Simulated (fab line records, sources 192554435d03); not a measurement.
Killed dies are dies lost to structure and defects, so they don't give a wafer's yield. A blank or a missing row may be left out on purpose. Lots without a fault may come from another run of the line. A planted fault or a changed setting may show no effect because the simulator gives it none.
A struck lot beside a sound one | flow n5_finfet | 39 steps out of a route of 1938
Sound: wafers L511.1, L511.2, L511.3. Struck: wafer L515.6. (L515.1, L515.2 of the same lot were not struck and are left out.) The cause comes at the end.
At each step with rows: each side's tool, then ch and its chambers, then its first start. Under that, the readings that differ: sound wafers | struck wafers | difference of the means | sigmas: that difference in standard deviations of wafers without a fault.
alike: readings whose means differ by less than 2 such deviations, and words and numbers that are the same on both sides. not compared: withheld readings, readings that some wafer has no value for, bounds like >300 that may hide the same value, and numbers for which the record gives no deviation and whose values overlap.
The two part at a step that has a row with sigmas, a row that says differs or no value, or rows on one side only. Numbers that don't overlap but have no deviation are shown without sigmas and don't part them. A reading that every wafer of one side lacks parts them only if that side has two wafers or more.

first, 9 steps without rows for these wafers: N5_BEOL_M1_SOFTBAKE_23 (time 60 s); N5_BEOL_M1_EXPOSE_25 (exposes mask V0, defocus 5 nm, target cd 24 nm); N5_BEOL_M1_PEB_26 (peb time 60 s); N5_BEOL_M1_DEVELOP_27 (develop time 30 s); N5_BEOL_M1_DESCUM_33 (chemistry O2, time 7 s); N5_BEOL_M1_ETCH_77 (etches underlayer in N2/H2, target depth 6.5 nm, time 5.2 s); N5_BEOL_M1_ETCH_69 (etches SiARC in CF4, target depth 15.6 nm, time 26 s); N5_BEOL_M1_ALD_98 (deposits SiO2, target thk 2.5 nm, pulse time 1 s, co reactant pulse time 1 s); N5_BEOL_M1_ETCHBACK_99 (etches SiO2 in CHF3, target depth 5 nm, time 10.4 s).
N5_BEOL_M1_ETCH_70: etches SOC in N2/H2, target depth 80 nm, overetch 16 nm, time 120 s.
  sound on rie_diel-06 ch 1,2,3, day 7 10:54; struck on rie_diel-01 ch 3, day 8 09:49
  reading                                    | sound       | struck | difference | sigmas
  model.SiARC_of_BEOL_M1_COAT_68.thk_nm (nm) | 6.4 6.4 6.4 | 2.2    | -4.2       |
  alike: drypump_motor_current_A, oes_product_au, rf_fwd_power_W, rf_vpp_V, showerhead_plenum_p_Torr, throttle_valve_pct
  not compared: rf_hours_counter_h
then, 2 steps without rows for these wafers: N5_BEOL_M1_STRIP_71 (strips in N2/H2); N5_BEOL_M1_STRIP_78 (strips in N2/H2).
N5_BEOL_M1_VIA_ETCH_34: etches the open film in C4F6/O2, target depth 67.8 nm, time 64.4 s.
  sound on rie_diel-06 ch 1,2,3, day 7 11:00; struck on rie_diel-01 ch 3, day 8 09:55
  reading                  | sound      | struck | difference | sigmas
  model.BEOL_M1.cd_nm (nm) | 18 18 17.8 | 21     | +3         |
  alike: drypump_motor_current_A, mfc_ar_sccm, oes_ar_750_au, oes_product_au, rf_fwd_power_W, rf_vpp_V, showerhead_plenum_p_Torr, throttle_valve_pct
  not compared: rf_hours_counter_h
then, 24 steps without rows for these wafers: N5_BEOL_M1_STRIP_83 (strips in C4F6/O2); N5_BEOL_M1_STRIP_36 (strips in N2/H2); N5_BEOL_M1_TRENCH_ETCH_37 (etches SiOC in C4F6/O2, target depth 55.207 nm, time 29 s); N5_BEOL_M1_ETCH_41 (etches SiCN in CH3F/O2, target depth 31.9 nm, time 57.8 s); N5_BEOL_M1_STRIP_97 (strips in N2/H2, time 10 s); N5_BEOL_M1_HM_STRIP_39 (strips TiN in peroxide tin strip, target depth 25 nm, time 158 s); N5_BEOL_M1_SRD_40 (time 30 s); N5_BEOL_M1_PRECLEAN_42 (cleans in residue remover, time 60 s); N5_BEOL_M1_SRD_43 (time 30 s); N5_BEOL_M1_DEGAS_44 (time 60 s); N5_BEOL_M1_PRE_CLEAN_45 (time 30 s); N5_BEOL_M1_ALD_84 (deposits TaN, pulse time 2 s, purge time 3 s, co reactant purge time 2 s); N5_BEOL_M1_SURFACE_TREAT_85; N5_BEOL_M1_CVD_47 (deposits Co from CCTBA/H2, target thk 3 nm, time 223.8 s); N5_BEOL_M1_SPUTTER_48 (material Cu, target thk 4.5 nm, time 8.29 s); N5_BEOL_M1_ANNEAL_49 (time 240 s); N5_BEOL_M1_SPUTTER_79 (material Cu, target thk 4.5 nm, time 8.29 s); N5_BEOL_M1_ANNEAL_80 (time 240 s); N5_BEOL_M1_SPUTTER_81 (material Cu, target thk 4.5 nm, time 8.29 s); N5_BEOL_M1_ANNEAL_82 (time 240 s); N5_BEOL_M1_SPUTTER_86 (material Cu, target thk 4.5 nm, time 8.29 s); N5_BEOL_M1_ANNEAL_87 (time 240 s); N5_BEOL_M1_SPUTTER_88 (material Cu, target thk 4.5 nm, time 8.29 s); N5_BEOL_M1_ANNEAL_89 (time 240 s).
-- the record jumps here: 3 days lie between the struck wafers' starts before and after (it left off in module BEOL_M1 and takes up again in module BEOL_M4, whose first step shown is number 1111 of the route) --
N5_BEOL_M4_RC_MEAS_101:
  sound on prober-01 ch 0, day 10 12:23; struck on prober-01 ch 0, day 11 16:53
  reading                      | sound       | struck | difference | sigmas
  CHAIN_V0 (ohm/link)          | 244 237 242 | 191    | -50        | -6
  CHAIN_V0_max_site (ohm/link) | 249 249 253 | 198    | -52        | -5
  alike: DIBL_N, DIBL_P, IOFF_N, IOFF_P, ION_N, ION_P, SS_N, SS_P, VT_N, VT_P
-- the record jumps here: 4 days lie between the struck wafers' starts before and after (it left off in module BEOL_M4 and takes up again in module PASSIVATION, whose first step shown is number 1936 of the route) --
N5_PASSIVATION_PROBE_49:
  the record has rows for the struck wafers here (prober-01, day 15 22:34) and none for the sound ones

WHERE THEY PART
First at N5_BEOL_M4_RC_MEAS_101; last, within this record, at N5_PASSIVATION_PROBE_49.

WHY: what the simulator had put in
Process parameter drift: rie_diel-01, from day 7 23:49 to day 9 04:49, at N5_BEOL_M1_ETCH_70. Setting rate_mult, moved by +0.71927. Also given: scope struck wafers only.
